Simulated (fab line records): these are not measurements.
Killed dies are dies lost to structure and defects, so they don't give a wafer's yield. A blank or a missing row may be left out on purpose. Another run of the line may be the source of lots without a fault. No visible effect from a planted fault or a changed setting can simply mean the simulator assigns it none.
Matching of chambers | flow nand-harc | NHARC_A_CHANNEL_FILL_D1_STRIP_28 on rie-diel-01: 4 sister chambers
The step strips in O2, time 20 s. 4 wafers are shown with their chamber, then 11 later ones without.

## WAFERS, EACH WITH ITS CHAMBER
wafer  | chamber | drypump-motor-current-A (A)
L087.2 | 0       | 5.3
L089.5 | 3       | 6.1
L089.6 | 2       | 5.0
L091.1 | 1       | 6.1

## WAFERS WITH NO CHAMBER GIVEN
wafer  | drypump-motor-current-A (A)
L091.2 | 5.0
L091.6 | 5.3
L092.2 | 6.1
L092.3 | 5.0
L092.6 | 5.3
L096.3 | 6.0
L096.4 | 5.0
L096.5 | 5.0
L095.1 | 5.0
L095.4 | 6.1
L095.6 | 5.0

## EACH ONE'S CHAMBER
wafer  | from the rows above     | in truth
L091.2 | 2                       | 2
L091.6 | 0                       | 0
L092.2 | can't be placed: 1 or 3 | 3
L092.3 | 2                       | 2
L092.6 | 0                       | 0
L096.3 | can't be placed: 1 or 3 | 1
L096.4 | 2                       | 2
L096.5 | 2                       | 2
L095.1 | 2                       | 2
L095.4 | can't be placed: 1 or 3 | 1
L095.6 | 2                       | 2
Correct placement for 8 of the 11. Cannot be placed on the basis of these rows: 3; the candidates contain the true chamber in 3. Wrongly placed: 0.
How it was worked out, from the rows above alone: a wafer's distance from a chamber is the root of the sum, over the readings, of the square of ((its reading less the chamber's mean) divided by the reading's scatter). If the next closest chamber is less than 2 further off than the closest, the wafer can't be placed; otherwise it belongs to the closest. Each chamber's mean is taken over the wafers shown for it. The scatter (one wafer shown for each chamber): square how far every hidden wafer sits from the nearest shown wafer, average those squares and take the square root.
